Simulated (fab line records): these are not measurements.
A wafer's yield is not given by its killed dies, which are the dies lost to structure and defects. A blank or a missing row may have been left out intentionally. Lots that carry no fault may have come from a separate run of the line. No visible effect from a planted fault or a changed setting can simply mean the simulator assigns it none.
A struck lot beside a sound one :: flow n5_finfet :: 39 steps out of a route of 1938
Sound: the wafers L356.3, L356.4, L356.5. Wafers struck: L360.2, L360.3, L360.6. The cause is named last.
At each step with rows: each side's tool, then ch and its chambers, then its first start. Under that, the readings that differ: sound wafers :: struck wafers :: difference of the means :: sigmas: that difference in standard deviations of wafers without a fault.
alike: readings with means less than 2 such deviations apart, plus words and numbers identical on both sides. not compared: withheld readings, readings lacking a value on some wafer, bounds such as >300 that could conceal the same value, and numbers that have no deviation in the record and whose values overlap.
A row with sigmas, a row that says differs or no value, or rows on one side alone: a step with any of these is where the two part. Numbers that don't overlap but have no deviation are shown without sigmas and don't part them. Lack of a reading on every wafer of one side parts them only where that side has two or more wafers.

first, 9 steps without rows for these wafers: N5_BEOL_M4_ANNEAL_95 (time 240 s); N5_BEOL_M4_SPUTTER_96 (material Cu, target thk 4.5 nm, time 8.29 s); N5_BEOL_M4_ECD_50 (material Cu, target thk 300 nm); N5_BEOL_M4_ANNEAL_51 (time 90 s); N5_BEOL_M4_CMP_52 (polishes, stops on SiOC, t overpolish 6.8 s, target thk 40 nm); N5_BEOL_M4_PRE_CLEAN_60 (time 15 s); N5_BEOL_M4_CO_CAP_55 (material Co, precursor CCTBA/H2, target thk 2 nm, time 102.1 s); N5_BEOL_M4_PRE_CLEAN_56 (time 15 s); N5_BEOL_M4_DEP_57 (deposits SiCN from 3MS/NH3, target thk 8 nm, time 14 s).
N5_BEOL_M4_RC_MEAS_101:
  sound on prober-02 ch 0, day 9 13:06; struck on prober-01 ch 0, day 10 14:04
  alike: DIBL_N, DIBL_P, IOFF_N, IOFF_P, ION_N, ION_P, SS_N, SS_P, VT_N, VT_P
then, 24 steps without rows for these wafers: N5_BEOL_M5_ILD_DEP_00 (deposits SiCOH lowk from DEMS/porogen, target thk 140.64 nm, time 25.9 s); N5_BEOL_M5_CURE_79 (cures SiCOH lowk, time 240 s); N5_BEOL_M5_PECVD_70 (deposits SiO2 from TEOS/O2, target thk 16 nm, time 18 s); N5_BEOL_M5_HM_DEP_02 (deposits TiN, target thk 20 nm); N5_BEOL_M5_COAT_59 (time 60 s, resist thk 60 nm); N5_BEOL_M5_COAT_60 (time 60 s, resist thk 12 nm); N5_BEOL_M5_COAT_71 (time 60 s, resist thk 5 nm); N5_BEOL_M5_COAT_05 (resist thk 30 nm); N5_BEOL_M5_EBR_07; N5_BEOL_M5_SOFTBAKE_06 (time 60 s); N5_BEOL_M5_EXPOSE_08 (exposes mask M5, target cd 28 nm); N5_BEOL_M5_PEB_09 (peb time 60 s); N5_BEOL_M5_DEVELOP_10 (develop time 30 s); N5_BEOL_M5_DESCUM_16 (chemistry O2, time 7 s); N5_BEOL_M5_ETCH_72 (etches underlayer in N2/H2, target depth 6.5 nm, time 5.2 s); N5_BEOL_M5_ETCH_61 (etches SiARC in CF4, target depth 15.6 nm, time 26 s); N5_BEOL_M5_ETCH_62 (etches SOC in N2/H2, target depth 75 nm, overetch 15 nm, time 112.5 s); N5_BEOL_M5_STRIP_63 (strips in N2/H2); N5_BEOL_M5_STRIP_73 (strips in N2/H2); N5_BEOL_M5_STRIP_64 (strips in CF4); N5_BEOL_M5_HM_OPEN_17 (chemistry Cl2/BCl3, target TiN, target depth 20 nm, overetch 6 nm); N5_BEOL_M5_STRIP_19 (strips in O2); N5_BEOL_M5_COAT_65 (time 60 s, resist thk 60 nm); N5_BEOL_M5_COAT_66 (time 60 s, resist thk 12 nm).
N5_BEOL_M7_CMP_52: polishes, stops on SiCOH lowk, t overpolish 6.9 s, target thk 80 nm.
  sound on cmp-03 ch 0,1,3, day 10 17:21; struck on cmp-01 ch 0,2,3, day 11 17:49
  no value came back on the struck wafers for any of 6 readings (barrier_field_endpoint_s (s), clearing_platen_down_force_psi (psi) and others); on the sound wafers barrier_field_endpoint_s (s) reads 27.4 26.9 26.5
reading: model.Cu_of_BEOL_M7_ECD_50.thk_nm (nm)
sound: 74.8 74.8 77
struck: 302.6 299.4 298.8
difference: +224.7
sigmas: 

reading: model.SiO2_of_BEOL_M7_PECVD_70.thk_nm (nm)
sound: 0 0 0
struck: 19.4 19.2 19.8
difference: +19.5
sigmas: 
N5_BEOL_M7_THK_MEAS_53: measures by xrf.
  sound on film_metro-01 at day 10 17:36; struck on film_metro-01 at day 11 18:04
reading: M7_THK (nm)
sound: 74.3 74.7 77.0
struck: 304.5 301.8 300.3
difference: +226.9
sigmas: +99 or more
N5_BEOL_M7_RS_MEAS_57: measures by four-point-probe.
  sound on film_metro-02 at day 10 17:44; struck on film_metro-01 at day 11 18:12
reading: M7_RS (ohm/sq)
sound: 0.309 0.310 0.299
struck: 0.064 0.065 0.065
difference: -0.241
sigmas: -24
N5_BEOL_M7_INSPECT_58: inspects for defects (darkfield).
  sound on defect_inspect-01 at day 10 17:46; struck on defect_inspect-02 at day 11 18:13
reading: raw_defect_count
sound: 57 59 46
struck: 1253 1290 1350
difference: +1244
sigmas: +54
-- a jump in the record: the struck wafers' starts before and after are 3 days apart (it breaks off in module BEOL_M7 and resumes in module PASSIVATION, where the first step shown is number 1936 of the route) --
N5_PASSIVATION_PROBE_49:
  only the struck wafers here have rows in the record (prober-02, day 14 19:55); the sound ones have none

WHERE THEY PART
Last at N5_PASSIVATION_PROBE_49 as far as this record goes, first at N5_BEOL_M7_CMP_52.

WHY: what had been put in by the simulator
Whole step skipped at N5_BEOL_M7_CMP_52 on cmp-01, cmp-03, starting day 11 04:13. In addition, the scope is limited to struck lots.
